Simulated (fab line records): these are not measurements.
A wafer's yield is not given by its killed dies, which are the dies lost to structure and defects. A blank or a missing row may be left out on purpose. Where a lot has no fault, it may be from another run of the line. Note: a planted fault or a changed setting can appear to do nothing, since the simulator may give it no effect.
fab line records ; flow nandHarc
[record] lots = 11; wafers = 33; lastDay = 33
route steps=1302 shown P_M1@302 THIN_TSV@1291 END@1302
lots untouched by any fault: they come from a run of this same line in which no faults occurred
startH: the number of hours between the record's first day and the start of the first shown wafer of the lot ; waitH: hours from the lot's prior step to this one ; " unchanged from the row above ; L1.1+2: several wafers, shown together as one row ; - value missing, or start not given ; * or withheld: withheld ; < > ~ a bound
route shown NAME@n: a module of which the file shows steps, and the number in the route of the first ; usual: mean and standard deviation over wafers with no fault ; same: alike in all rows ; chamber/n: place in a boat ; sites: each site's reading ; _std_site: standard deviation across them ; _edge_site: inner sites' mean taken away from outer sites' mean ; radiusMm: for every site, how far away it sits from the centre of the wafer ; mask NAME#n: copy n ; behind: the last tool/chamber to shape the wafer ; hold: reason for holding the lot/hours on hold/outcome of the hold ; device: whichever transistor did not switch (one of n, p or np) ; end of line: tests run on the same wafers once the route is complete ; step lacking rows: just its recipe ; killed: dies that structure and defects cost at the first sort, which is not the same as the wafer's yield ; map: a wafer's dies, marking killed ones x, the rest . and places with no die _
set.NAME: the setting as run; set.NAME@STEP: as run at that earlier step ; model.NAME: the simulator's own value behind a step, which no gauge read
steps of the route over a sample of lots; a table a step, a row a wafer
services: when a tool's chamber went out of use (startH, in hours from the record's first day, below 0 if earlier), for how many hours, and the reason
[[steps]]
[step NHARC_P_M1_STRIP_18]
[recipe] powerW = 1000; n2FlowSccm = 150; h2FlowSccm = 150; arFlowSccm = 0; biasW = 0; chemistry = N2/H2
[usual] chamberPressureMTorr = 29.998/0.027; drypumpMotorCurrentA = 5.7/0.44; mfcArSccm = 0.016/0.014; oesProductAu = 0.992/0.014; rfVppV = 90.6/1; showerheadPlenumPTorr = 2.02/0.092; throttleValvePct = 14.171/0.0084
[same] biasW = 0
lot.wafer;tool;chamber;startH;waitH;chamberPressureMTorr;drypumpMotorCurrentA;mfcArSccm;oesProductAu;rfHoursCounterH;rfVppV;showerheadPlenumPTorr;throttleValvePct
L629.4;rieDiel-09;2;173.67;0.1;30.002;5.7;0.026;1.004;2;89.6;1.99;14.177
L629.3;rieDiel-09;3;173.67;0.1;29.998;6.0;0.037;0.995;1;92.3;2.16;14.153
L629.6;rieDiel-09;1;173.67;0.1;29.986;5.2;0.002;0.998;-;91.5;1.90;14.165
L632.3;rieDiel-09;1;201.64;0.1;30.024;5.2;0.002;1.017;4;90.0;1.90;14.171
L632.2;rieDiel-09;0;201.64;0.1;30.043;6.4;0;0.997;3;90.6;1.98;14.156
L632.5;rieDiel-09;2;201.64;0.1;30.007;5.7;0.026;0.992;-;90.9;1.99;14.186
L633.1;rieDiel-08;0;203.88;0.1;29.984;5.0;0;0.994;1;89.6;2.03;14.163
L633.2;rieDiel-08;1;203.88;0.1;29.983;5.3;0.014;0.980;0;91.7;1.96;14.177
L633.5;rieDiel-08;0;203.88;0.1;29.992;5.0;0;0.999;-;90.5;2.03;14.177
L634.2;rieDiel-08;0;224.54;0.1;30.005;5.0;0;1.002;2;90.9;2.03;14.176
L634.4;rieDiel-08;3;224.54;0.1;30.013;5.6;0.037;0.985;3;90.4;2.02;14.175
L634.5;rieDiel-08;1;224.54;0.1;30.024;5.3;0.014;0.984;-;90.5;1.96;14.185
L635.1;rieDiel-09;0;228.00;0.1;29.984;6.4;0;1.002;5;89.3;1.99;14.188
L635.3;rieDiel-09;2;228.00;0.1;29.961;5.7;0.026;0.981;4;90.3;1.99;14.187
L635.6;rieDiel-09;1;228.00;0.1;30.019;5.2;0.002;0.992;-;90.2;1.90;14.162
L636.1;rieDiel-09;2;240.85;0.1;29.961;5.8;0.026;0.973;5;90.1;1.99;14.171
L636.2;rieDiel-09;0;240.85;0.1;30.013;6.4;0;0.993;5;90.4;1.98;14.179
L636.4;rieDiel-09;2;240.85;0.1;29.982;5.7;0.026;0.969;-;91.3;1.99;14.174
L637.3;rieDiel-09;1;244.54;0.1;30.031;5.2;0.002;0.998;5;88.4;1.89;14.175
L637.1;rieDiel-09;2;244.54;0.1;30.003;5.7;0.026;0.974;5;90.4;1.99;14.173
L637.4;rieDiel-09;0;244.54;0.1;29.965;6.4;0;1.008;-;88.7;1.98;14.177
L638.1;rieDiel-08;0;266.21;0.1;29.993;5.0;0;0.987;7;90.4;2.03;14.180
L638.4;rieDiel-08;1;266.21;0.1;29.970;5.3;0.014;1.000;6;90.8;1.95;14.168
L638.6;rieDiel-08;3;266.21;0.1;30.039;5.6;0.037;0.981;-;90.8;2.02;14.158
L639.2;rieDiel-09;1;278.07;0.1;30.040;5.2;0.002;0.986;6;90.5;1.89;14.183
L639.1;rieDiel-09;3;278.07;0.1;29.979;6.0;0.037;0.978;6;93.6;2.16;14.187
L639.5;rieDiel-09;1;278.07;0.1;29.972;5.1;0.002;0.988;-;88.9;1.89;14.166
L645.3;rieDiel-09;2;342.07;0.1;30.017;5.7;0.026;0.973;0;90.7;1.99;14.163
L645.4;rieDiel-09;3;342.07;0.1;29.989;6.0;0.037;1.012;1;92.0;2.16;14.153
L645.1;rieDiel-09;1;342.07;0.1;30.047;5.2;0.002;1.016;1;89.4;1.89;14.168
L647.3;rieDiel-09;2;343.87;0.1;30.019;5.7;0.026;0.973;0;91.5;1.99;14.171
L647.4;rieDiel-09;3;343.87;0.1;29.968;6.0;0.037;1.009;1;92.3;2.16;14.180
L647.2;rieDiel-09;0;343.87;0.1;29.989;6.4;0;1.033;1;89.9;1.98;14.167
[step NHARC_THIN_TSV_CD_MEAS_33]
[recipe] targetCdNm = 5000; landingEnergyEv = 500
[usual] cdNm = 5000.3/2.4
lot.wafer;tool;chamber;startH;waitH;cdNm
L629.3;cdSem-03;0;592.16;-;5001.4
L629.4;cdSem-03;0;592.16;-;4993.4
L629.6;cdSem-03;0;592.16;-;5000.0
L633.1;cdSem-03;0;613.89;-;4999.5
L633.2;cdSem-03;0;613.89;-;5002.4
L633.5;cdSem-03;0;613.89;-;5001.9
L632.2;cdSem-01;0;615.31;-;4998.6
L632.3;cdSem-01;0;615.31;-;5002.1
L632.5;cdSem-01;0;615.31;-;5002.9
L634.2;cdSem-02;0;647.48;-;5000.8
L634.4;cdSem-02;0;647.48;-;4999.3
L634.5;cdSem-02;0;647.48;-;5000.3
L635.1;cdSem-01;0;658.74;-;5000.1
L635.3;cdSem-01;0;658.74;-;5000.3
L635.6;cdSem-01;0;658.74;-;5001.3
L636.1;cdSem-01;0;669.75;-;5001.2
L636.2;cdSem-01;0;669.75;-;5003.6
L636.4;cdSem-01;0;669.75;-;5002.3
L637.1;cdSem-01;0;670.25;-;5002.2
L637.3;cdSem-01;0;670.25;-;4998.7
L637.4;cdSem-01;0;670.25;-;5001.3
L638.1;cdSem-03;0;694.83;-;5002.3
L638.4;cdSem-03;0;694.83;-;4999.5
L638.6;cdSem-03;0;694.83;-;5000.6
L639.1;cdSem-01;0;707.59;-;4998.3
L639.2;cdSem-01;0;707.59;-;4999.9
L639.5;cdSem-01;0;707.59;-;5001.8
L645.1;cdSem-01;0;762.90;-;5002.2
L645.3;cdSem-01;0;762.90;-;4997.1
L645.4;cdSem-01;0;762.90;-;4998.1
L647.2;cdSem-01;0;765.63;-;5001.2
L647.3;cdSem-01;0;765.63;-;5002.8
L647.4;cdSem-01;0;765.63;-;5002.1
[step NHARC_THIN_TSV_DESCUM_35]
[recipe] timeS = 3; o2FlowSccm = 200; arFlowSccm = 0; biasPowerW = 0; chemistry = O2
[usual] chamberPressureMTorr = 60.00/0.057; drypumpMotorCurrentA = 5.8/0.44; mfcArSccm = 0.012/0.014; oesProductAu = 0.997/0.014; rfVppV = 57.6/0.86; showerheadPlenumPTorr = 1.88/0.085; throttleValvePct = 11.311/0.009
lot.wafer;tool;chamber;startH;waitH;chamberPressureMTorr;drypumpMotorCurrentA;mfcArSccm;oesProductAu;rfHoursCounterH;rfVppV;showerheadPlenumPTorr;throttleValvePct
L629.3;rieDiel-07;2;592.31;-;59.92;5.1;0.020;0.995;4.7;58.9;2.02;11.319
L629.4;rieDiel-07;1;592.31;-;60.05;6.3;0;0.964;4.2;57.4;1.82;11.311
L629.6;rieDiel-07;3;592.31;-;59.97;6.5;0;1.008;-;56.7;1.83;11.311
L633.2;rieDiel-09;1;614.05;-;60.02;5.2;0.002;1.000;6.1;58.5;1.77;11.311
L633.1;rieDiel-09;0;614.05;-;60.00;6.4;0;1.028;6.0;58.5;1.86;11.307
L633.5;rieDiel-09;1;614.05;-;59.94;5.2;0.002;1.000;-;56.3;1.77;11.313
L632.3;rieDiel-05;1;615.46;-;59.87;6.1;0.006;0.978;1.3;57.9;1.96;11.303
L632.2;rieDiel-05;3;615.46;-;59.95;6.0;0;1.006;1.0;58.1;1.95;11.320
L632.5;rieDiel-05;2;615.46;-;60.12;6.2;0;0.985;-;57.7;1.79;11.313
L634.2;rieDiel-05;0;647.63;-;59.94;5.4;0.015;0.999;2.0;57.4;1.95;11.292
L634.4;rieDiel-05;2;647.63;-;60.03;6.2;0;0.996;2.0;57.1;1.79;11.310
L634.5;rieDiel-05;0;647.63;-;60.02;5.4;0.015;0.999;-;58.1;1.95;11.311
L635.3;rieDiel-07;2;658.90;-;59.99;5.0;0.020;1.015;0.1;58.0;2.02;11.309
L635.1;rieDiel-07;1;658.90;-;60.03;6.3;0;0.996;0.1;56.6;1.82;11.301
L635.6;rieDiel-07;3;658.90;-;59.88;6.5;0;1.017;-;57.5;1.83;11.313
L636.1;rieDiel-05;3;669.93;-;59.94;6.0;0;1.024;3.5;58.6;1.95;11.322
L636.2;rieDiel-05;0;669.93;-;60.06;5.4;0.015;0.992;3.7;57.6;1.95;11.308
L636.4;rieDiel-05;0;669.93;-;59.98;5.4;0.015;0.978;-;56.7;1.95;11.319
L637.3;rieDiel-09;1;670.41;-;60.06;5.2;0.002;0.998;9.1;56.4;1.77;11.317
L637.1;rieDiel-09;0;670.41;-;60.01;6.4;0;1.025;8.5;55.8;1.86;11.294
L637.4;rieDiel-09;2;670.41;-;59.96;5.7;0.026;0.988;-;57.6;1.86;11.312
L638.1;rieDiel-09;2;694.99;-;59.88;5.7;0.026;0.994;0.6;57.5;1.86;11.315
L638.4;rieDiel-09;0;694.99;-;59.92;6.3;0;1.003;0.9;57.8;1.86;11.304
L638.6;rieDiel-09;2;694.99;-;59.99;5.7;0.026;0.998;-;58.0;1.86;11.315
L639.1;rieDiel-09;0;707.78;-;60.08;6.4;0;0.996;1.2;58.3;1.85;11.323
L639.2;rieDiel-09;1;707.78;-;60.03;5.2;0.002;1.011;1.2;57.8;1.77;11.316
L639.5;rieDiel-09;3;707.78;-;60.06;6.0;0.037;1.004;-;58.0;2.01;11.317
L645.1;rieDiel-09;1;763.08;-;59.90;5.2;0.002;1.012;6.1;57.4;1.77;11.304
L645.4;rieDiel-09;2;763.08;-;60.05;5.7;0.026;1.001;6.5;57.6;1.86;11.318
L645.3;rieDiel-09;3;763.08;-;60.06;6.0;0.037;1.001;5.8;58.0;2.01;11.308
L647.4;rieDiel-09;0;765.78;-;59.94;6.4;0;1.004;5.3;58.7;1.85;11.304
L647.3;rieDiel-09;2;765.78;-;60.06;5.7;0.026;0.989;6.5;58.3;1.86;11.296
L647.2;rieDiel-09;3;765.78;-;60.00;6.0;0.037;1.000;5.8;57.9;2.01;11.319
[step NHARC_THIN_TSV_ETCH_59]
[recipe] targetDepthA = 8800; icpW = 900; biasW = 100; Cl2_flow_sccm = 60; bcl3FlowSccm = 30; timeS = 138.1; chemistry = Cl2/BCl3
[usual] biasW = 100.01/0.28; chamberPressureMTorr = 10.000/0.0088; drypumpMotorCurrentA = 5.9/0.35; oesProductAu = 0.993/0.015; throttleValvePct = 22.265/0.0087
lot.wafer;tool;chamber;startH;waitH;biasW;chamberPressureMTorr;drypumpMotorCurrentA;oesProductAu;rfHoursCounterH;throttleValvePct
L629.3;rieMetal-01;0;592.51;0.2;100.14;10.012;6.1;0.991;-;22.261
L629.4;rieMetal-01;1;592.51;0.2;99.57;10.008;5.9;1.005;-;22.254
L629.6;rieMetal-01;1;592.51;0.2;99.95;10.000;5.9;0.999;-;22.258
L633.2;rieMetal-03;1;614.18;0.1;100.42;9.991;6.3;0.978;1.4;22.289
L633.1;rieMetal-03;0;614.18;0.1;100.00;9.983;5.6;0.993;1.4;22.260
L633.5;rieMetal-03;1;614.18;0.1;100.12;10.005;6.3;0.977;-;22.271
L632.2;rieMetal-02;0;615.59;0.1;99.96;10.020;6.0;1.008;2.5;22.268
L632.3;rieMetal-02;0;615.59;0.1;100.11;10.006;6.0;1.005;-;22.281
L632.5;rieMetal-02;0;615.59;0.1;99.82;10.007;6.0;1.013;-;22.264
L634.2;rieMetal-02;0;647.76;0.1;100.30;10.004;6.0;0.999;0.0;22.264
L634.4;rieMetal-02;0;647.76;0.1;100.36;10.005;6.0;0.999;-;22.260
L634.5;rieMetal-02;1;647.76;0.1;100.12;10.015;5.3;1.020;-;22.279
L635.1;rieMetal-03;0;659.06;0.1;100.06;9.999;5.6;0.985;1.7;22.275
L635.3;rieMetal-03;1;659.06;0.1;100.14;10.003;6.3;0.977;-;22.256
L635.6;rieMetal-03;0;659.06;0.1;99.83;10.002;5.5;0.993;-;22.261
L636.1;rieMetal-03;0;670.06;0.1;100.08;10.008;5.6;0.992;2.0;22.261
L636.2;rieMetal-03;0;670.06;0.1;99.84;9.989;5.6;0.985;-;22.248
L636.4;rieMetal-03;0;670.06;0.1;100.12;10.011;5.6;0.998;-;22.264
L637.1;rieMetal-02;0;670.56;0.1;100.02;9.992;6.0;0.992;0.7;22.266
L637.4;rieMetal-02;0;670.56;0.1;99.93;9.981;6.0;0.995;-;22.264
L637.3;rieMetal-02;1;670.56;0.1;99.47;9.999;5.3;1.004;-;22.259
L638.1;rieMetal-01;1;695.15;0.2;100.16;10.011;5.9;0.991;2.1;22.269
L638.4;rieMetal-01;1;695.15;0.2;100.35;9.991;5.8;0.998;-;22.272
L638.6;rieMetal-01;0;695.15;0.2;100.25;10.002;6.1;0.990;-;22.269
L639.2;rieMetal-03;0;707.88;0.1;100.13;9.996;5.6;0.976;0.0;22.261
L639.1;rieMetal-03;1;707.88;0.1;100.04;9.991;6.3;0.974;0.0;22.277
L639.5;rieMetal-03;1;707.88;0.1;99.98;9.989;6.3;0.972;-;22.262
L645.1;rieMetal-03;0;763.23;0.1;100.07;9.995;5.6;0.985;1.2;22.268
L645.3;rieMetal-03;1;763.23;0.1;99.89;9.984;6.3;0.986;-;22.278
L645.4;rieMetal-03;0;763.23;0.1;99.71;9.996;5.6;0.996;-;22.270
L647.2;rieMetal-01;1;765.91;0.1;99.96;10.012;5.9;0.984;0.2;22.267
L647.3;rieMetal-01;1;765.91;0.1;99.81;9.991;5.9;0.972;-;22.274
L647.4;rieMetal-01;0;765.91;0.1;100.13;9.999;6.1;0.990;-;22.269
[step NHARC_END_SORT_01]
[recipe] tempC = 25
[usual] defectLimitedYield = 90/3.4; killedAtArray = 61/24; killedAtOther = 1.2/1.3; killedAtPeriphery = 3.7/2.6; killedDies = 66/23; killedOpen = 3.3/1.8; killedShort = 2.4/1.6
[same] grossDies = 677
lot.wafer;tool;chamber;startH;waitH;defectLimitedYield[%];killedAtArray;killedAtOther;killedAtPeriphery;killedDies;killedOpen;killedShort
L633.1;prober-01;0;622.06;2.5;82;117;0;8;125;2;6
L633.2;prober-01;0;622.85;2.8;83;107;1;7;115;3;5
L633.5;prober-01;0;625.24;3.7;83;106;0;6;112;3;6
L632.2;prober-02;0;630.59;2.8;91;46;1;14;61;7;1
L632.3;prober-02;0;631.39;3.1;91;58;1;4;63;2;4
L632.5;prober-02;0;633.00;3.7;90;66;0;1;67;4;4
L634.2;prober-01;0;657.28;2.8;91;56;0;3;59;2;3
L634.4;prober-01;0;658.88;3.4;91;57;3;3;63;2;1
L634.5;prober-01;0;659.68;3.7;92;52;1;4;57;5;1
L635.1;prober-02;0;669.59;2.5;86;95;0;3;98;4;5
L635.3;prober-02;0;671.16;3.1;87;87;0;2;89;1;1
L635.6;prober-02;0;673.52;3.9;87;82;1;2;85;4;1
L636.1;prober-01;0;679.28;2.5;86;89;0;3;92;4;3
L636.2;prober-01;0;680.08;2.8;87;82;0;6;88;6;4
L636.4;prober-01;0;681.68;3.4;85;95;1;5;101;2;6
L645.1;prober-02;0;772.39;2.5;79;83;0;59;142;3;0
L645.3;prober-02;0;773.98;3.1;80;70;2;63;135;3;0
L645.4;prober-02;0;774.78;3.4;80;83;2;50;135;1;2
L647.2;prober-02;0;781.07;2.9;88;34;2;43;79;5;2
L647.3;prober-02;0;781.86;3.1;84;24;2;79;105;6;1
L647.4;prober-02;0;782.66;3.4;88;28;1;54;83;3;3
// killed by level:class
L633.1 A_CHANNEL_HOLE_D2:chamberFilmFlake=39 A_CHANNEL_HOLE_D1:chamberFilmFlake=39 A_SLIT:chamberFilmFlake=28 P_BONDPAD:chamberFilmFlake=4 A_WL_FILL:geometricParticle:short=3 A_CONTACT:chamberFilmFlake=3 P_CONTACT:geometricParticle:short=1 P_M0:geometricParticle:short=1
L633.2 A_CHANNEL_HOLE_D2:chamberFilmFlake=34 A_CHANNEL_HOLE_D1:chamberFilmFlake=31 A_SLIT:chamberFilmFlake=29 P_BONDPAD:chamberFilmFlake=3 A_WL_FILL:chamberFilmFlake=3 A_CONTACT:chamberFilmFlake=3 P_M0:geometricParticle:short=2 A_ONON_D1:geometricParticle:short=2
L633.5 A_CHANNEL_HOLE_D2:chamberFilmFlake=35 A_CHANNEL_HOLE_D1:chamberFilmFlake=34 A_SLIT:chamberFilmFlake=23 A_CONTACT:chamberFilmFlake=3 A_CHANNEL_FILL_D2:geometricParticle:short=2 P_ZERO_WELL:chamberFilmFlake=2 P_BONDPAD:chamberFilmFlake=2 A_CHANNEL_FILL_D2:chamberFilmFlake=2
L632.2 A_SLIT:chamberFilmFlake=24 A_CHANNEL_HOLE_D2:chamberFilmFlake=14 P_GATE:chamberFilmFlake=4 P_M0:geometricParticle:open=2 P_STI:chamberFilmFlake=2 P_M0:chamberFilmFlake=2 P_M1:chamberFilmFlake=2 A_CHANNEL_HOLE_D1:chamberFilmFlake=2
L632.3 A_SLIT:chamberFilmFlake=31 A_CHANNEL_HOLE_D2:chamberFilmFlake=12 A_CONTACT:chamberFilmFlake=6 A_CHANNEL_HOLE_D1:chamberFilmFlake=3 A_CHANNEL_FILL_D2:geometricParticle:short=2 A_SGD_CUT:geometricParticle:short=2 A_CHANNEL_FILL_D1:geometricParticle:open=1 A_CHANNEL_FILL_D2:geometricParticle:open=1
L632.5 A_SLIT:chamberFilmFlake=32 A_CHANNEL_HOLE_D2:chamberFilmFlake=14 A_CONTACT:chamberFilmFlake=6 A_CHANNEL_HOLE_D1:chamberFilmFlake=3 A_ONON_D1:geometricParticle:short=2 A_ONON_D1:geometricParticle:open=1 A_CHANNEL_FILL_D1:geometricParticle:short=1 A_CHANNEL_FILL_D2:geometricParticle:open=1
L634.2 A_SLIT:chamberFilmFlake=29 A_CHANNEL_HOLE_D2:chamberFilmFlake=13 A_CHANNEL_HOLE_D1:chamberFilmFlake=5 A_DECK1_JOINT:geometricParticle:short=2 P_ZERO_WELL:chamberFilmFlake=2 A_CONTACT:chamberFilmFlake=2 P_M0:geometricParticle:open=1 A_CHANNEL_FILL_D2:geometricParticle:short=1
L634.4 A_SLIT:chamberFilmFlake=34 A_CHANNEL_HOLE_D2:chamberFilmFlake=16 THIN_TSV:chamberFilmFlake=3 P_STI:chamberFilmFlake=2 A_CHANNEL_HOLE_D1:chamberFilmFlake=2 P_M1:geometricParticle:open=1 A_CHANNEL_FILL_D1:geometricParticle:open=1 A_CHANNEL_FILL_D1:geometricParticle:short=1
L634.5 A_SLIT:chamberFilmFlake=30 A_CHANNEL_HOLE_D2:chamberFilmFlake=12 A_ZERO_WELL:chamberFilmFlake=3 A_CHANNEL_FILL_D2:geometricParticle:open=2 P_GATE:chamberFilmFlake=2 P_M0:geometricParticle:open=1 A_DECK1_JOINT:geometricParticle:open=1 A_CHANNEL_HOLE_D2:geometricParticle:open=1
L635.1 A_CHANNEL_HOLE_D1:chamberFilmFlake=37 A_SLIT:chamberFilmFlake=29 A_SGD_CUT:chamberFilmFlake=10 A_CONTACT:chamberFilmFlake=8 A_WL_FILL:geometricParticle:short=3 A_M0:geometricParticle:open=2 A_CHANNEL_HOLE_D2:chamberFilmFlake=2 P_CONTACT:geometricParticle:open=1
L635.3 A_SLIT:chamberFilmFlake=41 A_CHANNEL_HOLE_D1:chamberFilmFlake=32 A_CONTACT:chamberFilmFlake=5 A_CHANNEL_HOLE_D2:unspecified=3 A_CHANNEL_HOLE_D2:chamberFilmFlake=2 A_SGD_CUT:chamberFilmFlake=2 A_SGD_CUT:geometricParticle:short=1 A_CONTACT:geometricParticle:open=1
L635.6 A_SLIT:chamberFilmFlake=35 A_CHANNEL_HOLE_D1:chamberFilmFlake=30 A_CONTACT:chamberFilmFlake=6 A_DECK1_JOINT:geometricParticle:open=2 A_CHANNEL_FILL_D1:chamberFilmFlake=2 A_SGD_CUT:chamberFilmFlake=2 P_CONTACT:geometricParticle:open=1 A_ONON_D1:geometricParticle:short=1
L636.1 A_CHANNEL_HOLE_D1:chamberFilmFlake=36 A_SLIT:chamberFilmFlake=32 A_SGD_CUT:chamberFilmFlake=5 A_CHANNEL_HOLE_D2:chamberFilmFlake=4 A_CHANNEL_FILL_D1:geometricParticle:open=2 A_CHANNEL_FILL_D2:chamberFilmFlake=2 A_STAIRCASE:chamberFilmFlake=2 A_WL_FILL:chamberFilmFlake=2
L636.2 A_CHANNEL_HOLE_D1:chamberFilmFlake=38 A_SLIT:chamberFilmFlake=27 A_SGD_CUT:chamberFilmFlake=5 P_BONDPAD:chamberFilmFlake=3 A_CHANNEL_HOLE_D1:geometricParticle:short=2 A_WL_FILL:geometricParticle:open=2 A_STAIRCASE:chamberFilmFlake=2 A_WL_FILL:chamberFilmFlake=2
L636.4 A_CHANNEL_HOLE_D1:chamberFilmFlake=42 A_SLIT:chamberFilmFlake=32 A_SGD_CUT:chamberFilmFlake=4 A_WL_FILL:chamberFilmFlake=4 A_ONON_D1:geometricParticle:short=3 P_BONDPAD:chamberFilmFlake=3 A_STAIRCASE:chamberFilmFlake=3 A_CHANNEL_FILL_D2:chamberFilmFlake=2
L645.1 P_M1:unspecified=56 A_SLIT:chamberFilmFlake=23 A_CHANNEL_HOLE_D2:chamberFilmFlake=22 A_CHANNEL_HOLE_D1:chamberFilmFlake=18 A_STAIRCASE:chamberFilmFlake=8 A_CONTACT:chamberFilmFlake=6 A_ZERO_WELL:chamberFilmFlake=3 P_CONTACT:geometricParticle:open=1
L645.3 P_M1:unspecified=61 A_CHANNEL_HOLE_D2:chamberFilmFlake=26 A_SLIT:chamberFilmFlake=24 A_CHANNEL_HOLE_D1:chamberFilmFlake=10 A_CONTACT:chamberFilmFlake=6 A_STAIRCASE:chamberFilmFlake=2 P_M2:geometricParticle:open=1 A_CHANNEL_FILL_D1:geometricParticle:open=1
L645.4 P_M1:unspecified=47 A_CHANNEL_HOLE_D2:chamberFilmFlake=33 A_SLIT:chamberFilmFlake=27 A_CHANNEL_HOLE_D1:chamberFilmFlake=11 A_STAIRCASE:chamberFilmFlake=5 A_CONTACT:chamberFilmFlake=4 P_GATE:chamberFilmFlake=2 THIN_TSV:chamberFilmFlake=2
L647.2 P_M1:unspecified=36 A_CONTACT:chamberFilmFlake=17 A_SLIT:chamberFilmFlake=8 P_GATE:chamberFilmFlake=5 THIN_TSV:chamberFilmFlake=2 P_M0:geometricParticle:open=1 A_ONON_D1:geometricParticle:open=1 A_CHANNEL_HOLE_D1:geometricParticle:short=1
L647.3 P_M1:unspecified=74 A_CONTACT:chamberFilmFlake=11 A_SLIT:chamberFilmFlake=7 P_GATE:chamberFilmFlake=3 THIN_TSV:chamberFilmFlake=2 P_CONTACT:geometricParticle:open=1 P_M1:geometricParticle:open=1 A_ONON_D1:geometricParticle:open=1
L647.4 P_M1:unspecified=51 A_CONTACT:chamberFilmFlake=10 A_SLIT:chamberFilmFlake=7 A_STAIRCASE:chamberFilmFlake=5 P_GATE:geometricParticle:open=1 P_M2:geometricParticle:open=1 A_ONON_D1:geometricParticle:short=1 A_CHANNEL_FILL_D2:geometricParticle:short=1
[[services]]
tool;chamber;startH;hours;kind
rieDiel-05;3;153.49;5.2;repair
rieDiel-08;2;157.24;47.7;repair
rieMetal-03;-;165.00;9.0;pm
rieDiel-05;-;180.08;0.2;repair
rieDiel-08;-;190.80;9.0;pm
rieMetal-02;0;191.58;1.0;repair
rieDiel-09;3;236.07;9.1;repair
rieDiel-09;2;301.39;10.6;repair
rieDiel-09;0;314.66;13.8;repair
rieDiel-09;-;315.64;0.3;repair
rieDiel-09;-;320.10;9.0;pm
rieMetal-03;-;342.00;9.0;pm
rieMetal-03;-;382.41;0.3;repair
rieDiel-09;0;429.43;9.9;repair
rieDiel-09;1;443.07;11.5;repair
rieDiel-09;-;497.10;9.0;pm
rieMetal-03;-;519.00;9.0;pm
rieDiel-09;1;536.99;6.1;repair
rieDiel-09;2;559.82;6.6;repair
rieDiel-09;0;649.35;6.8;repair
rieDiel-09;3;655.93;14.8;repair
rieMetal-03;1;666.26;19.1;repair
rieDiel-09;-;674.10;9.0;pm
rieMetal-03;-;696.00;9.0;pm
[[key]]
[firstSign] step = NHARC_END_SORT_01; reading = killedAtPeriphery; direction = up; sigmas = 21; usual = 3.7; struck = 58
[effect] step = NHARC_END_SORT_01; reading = defectLimitedYield; direction = down; sigmas = 2.1; usual = 90; struck = 83; wafersMoved = 5
[moreKillsBornAt] NHARC_P_M1_STRIP_18@rieDiel-09 = 324
metAt NHARC_P_M1_STRIP_18
struckLots L645,L647
notActingAt NHARC_THIN_TSV_CD_MEAS_33,NHARC_THIN_TSV_DESCUM_35,NHARC_THIN_TSV_ETCH_59
onsetBetween 278.07 342.07
alsoFits time
[fault] kind = chamberParticleSource; tool = rieDiel-09; chamber = -; onsetH = 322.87; steps = NHARC_P_M1_STRIP_18; ratePerVisitCm2 = 0.38577; endH = 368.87
